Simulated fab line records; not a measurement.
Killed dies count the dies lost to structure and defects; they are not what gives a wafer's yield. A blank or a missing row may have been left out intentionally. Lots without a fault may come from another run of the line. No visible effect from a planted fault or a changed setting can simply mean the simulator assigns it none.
What tool caused it? -- flow nand harc -- 42 wafers from 14 lots sampled at 6 of the route's 1159 steps

== WHAT EACH GAUGE READ, for each wafer ==
NHARC_P_STI_OVL_MEAS_10.
lot,measured,on,overlay x nm (nm),overlay y nm (nm)
L838,day 2 07:29,overlay-01,-12 -13 -13,-12 -12 -12
L839,day 2 18:50,overlay-02,2 2 1,-6 -6 -6
L840,day 2 23:24,overlay-01,-4 -4 -4,1 0 0
L841,day 3 04:46,overlay-02,0 0 0,0 0 0
L842,day 3 14:00,overlay-02,0 0 0,-7 -7 -7
L843,day 3 14:10,overlay-01,3 4 4,-4 -3 -3
L844,day 3 22:55,overlay-01,0 1 1,1 1 1
L845,day 4 05:04,overlay-02,-3 -2 -3,5 6 6
L846,day 4 11:32,overlay-01,-1 -1 -2,8 8 8
L848,day 4 19:46,overlay-02,3 4 4,0 0 -1
L852,day 6 00:55,overlay-02,4 4 4,4 4 3
L853,day 6 11:15,overlay-02,-5 -5 -5,5 4 5
L857,day 7 07:08,overlay-01,-7 -7 -8,5 5 5
L861,day 8 04:41,overlay-02,-7 -8 -7,-4 -4 -4

NHARC_P_GATE_CD_MEAS_26: the cd target is 120 nm.
lot,measured,on,cd nm (nm)
L838,day 4 09:34,cd sem-02,118.7 120.1 118.5
L839,day 5 00:57,cd sem-03,119.6 120.2 119.4
L840,day 5 03:26,cd sem-03,120.0 119.7 119.1
L841,day 5 03:08,cd sem-01,120.8 119.4 120.5
L842,day 5 16:01,cd sem-03,119.6 119.3 121.1
L843,day 5 16:11,cd sem-02,121.0 120.2 120.3
L844,day 6 06:52,cd sem-03,120.1 121.1 120.5
L845,day 6 11:16,cd sem-01,119.4 119.7 119.8
L846,day 6 18:49,cd sem-02,121.4 120.5 120.8
L848,day 7 05:20,cd sem-01,120.6 121.6 121.0
L852,day 8 13:33,cd sem-02,104.8 115.0 113.3
L853,day 8 20:39,cd sem-02,112.1 110.4 117.1
L857,day 9 16:13,cd sem-01,120.7 121.2 121.1
L861,day 10 06:02,cd sem-03,120.7 121.4 120.5

NHARC_P_GATE_INSPECT_28.
lot,measured,on,raw defect count
L838,day 4 09:41,defect inspect-02,5 12 2
L839,day 5 01:04,defect inspect-01,7 2 5
L840,day 5 03:34,defect inspect-01,5 4 8
L841,day 5 03:16,defect inspect-01,8 3 6
L842,day 5 16:10,defect inspect-02,11 11 3
L843,day 5 16:19,defect inspect-01,9 5 4
L844,day 6 06:59,defect inspect-01,6 9 8
L845,day 6 11:23,defect inspect-01,2 7 7
L846,day 6 18:56,defect inspect-02,6 9 4
L848,day 7 05:28,defect inspect-02,6 8 3
L852,day 8 13:40,defect inspect-01,7 3 3
L853,day 8 20:47,defect inspect-01,6 10 5
L857,day 9 16:20,defect inspect-01,4 2 7
L861,day 10 06:09,defect inspect-01,8 5 2

NHARC_END_SORT_01.
lot,measured,on,killed at array,killed at other,killed at periphery,killed dies,killed open,killed short
L852,day 24 07:23,prober-01,39 36 35,1 0 0,53 1 2,93 37 37,8 2 2,1 3 4
L853,day 23 23:53,prober-02,42 34 25,0 0 2,3 3 4,45 37 31,8 2 3,1 4 2

== TOOL THAT RAN EACH LOT (tool first, then ch and the chambers of the sampled wafers, then the start) ==
lot,NHARC_P_GATE_DEP_103,NHARC_P_GATE_EXPOSE_23
L838,"pecvd-01 ch 0,2, day 4 09:02","arfi scanner-01 ch 0, day 4 09:25"
L839,"pecvd-03 ch 0,1,2, day 5 00:16","arfi scanner-01 ch 0, day 5 00:49"
L840,"pecvd-01 ch 0,1,2, day 5 02:52","arfi scanner-02 ch 0, day 5 03:17"
L841,"pecvd-01 ch 0,2, day 5 02:27","arfi scanner-02 ch 0, day 5 03:00"
L842,"pecvd-01 ch 0,1, day 5 15:22","arfi scanner-01 ch 0, day 5 15:53"
L843,"pecvd-02 ch 0,1,2, day 5 15:26","arfi scanner-03 ch 0, day 5 16:02"
L844,"pecvd-02 ch 0,1, day 6 06:13","arfi scanner-02 ch 0, day 6 06:43"
L845,"pecvd-02 ch 0,2, day 6 10:35","arfi scanner-01 ch 0, day 6 11:08"
L846,"pecvd-01 ch 1,2, day 6 18:08","arfi scanner-02 ch 0, day 6 18:40"
L848,"pecvd-01 ch 0,1,2, day 7 04:47","arfi scanner-02 ch 0, day 7 05:13"
L852,"pecvd-02 ch 1,2, day 8 12:53","arfi scanner-03 ch 0, day 8 13:25"
L853,"pecvd-03 ch 0,1,2, day 8 20:06","arfi scanner-03 ch 0, day 8 20:31"
L857,"pecvd-02 ch 0,1, day 9 15:32","arfi scanner-01 ch 0, day 9 16:04"
L861,"pecvd-02 ch 0,1, day 10 05:23","arfi scanner-01 ch 0, day 10 05:53"
- NHARC_P_GATE_DEP_103: deposits SiON, target thk 30 nm.
- NHARC_P_GATE_EXPOSE_23: exposes mask P GATE, target cd 120 nm.

== AS READ BY THE TOOLS THEMSELVES (means over the sampled wafers that have a number; for cases with no such wafer, the mark the record gives instead) ==
NHARC_P_GATE_DEP_103.
lot,tool,heater power w (W)
L838,pecvd-01,888
L839,pecvd-03,777
L840,pecvd-01,814
L841,pecvd-01,881
L842,pecvd-01,797
L843,pecvd-02,781
L844,pecvd-02,767
L845,pecvd-02,725
L846,pecvd-01,738
L848,pecvd-01,835
L852,pecvd-02,765
L853,pecvd-03,813
L857,pecvd-02,750
L861,pecvd-02,785

== THE ANSWER, worked out from the rows above alone ==
Rule: the usual values come from the lots themselves. Put in order of their means at a reading, lots are off if they are a third of the lots or fewer, leave a main group of 4 or more, and stand apart from it by a gap of 3 or more times the standard deviation of the main group's means; of several such gaps the widest counts. A main group whose means are all the same, to the digits that the tables above print for the reading, isn't used. Also off: a lot with no number at a reading for which 4 or more lots have one. All remaining lots with rows at the step are treated as sound. Order of review: gauges by route order, followed by the tools' own readings, for which a lot's mean as printed above is used. At the first step where some lot is off, the reading lying furthest off is the one used; lots without a number count as furthest.
Off: L852, L853, at NHARC_P_GATE_CD_MEAS_26 (cd nm). Main group: mean 120.3 nm, sd 0.62.
A tool fits if, at a process step before that reading, it ran every lot that is off, and no sound lot after the first of them. The gauges at NHARC_P_GATE_CD_MEAS_26 are tried like those tools. 2 tools fit, arfi scanner-03 at NHARC_P_GATE_EXPOSE_23 and cd sem-02 at NHARC_P_GATE_CD_MEAS_26, so this cannot tell which one it is.

== WHAT THE SIMULATOR PUT IN ==
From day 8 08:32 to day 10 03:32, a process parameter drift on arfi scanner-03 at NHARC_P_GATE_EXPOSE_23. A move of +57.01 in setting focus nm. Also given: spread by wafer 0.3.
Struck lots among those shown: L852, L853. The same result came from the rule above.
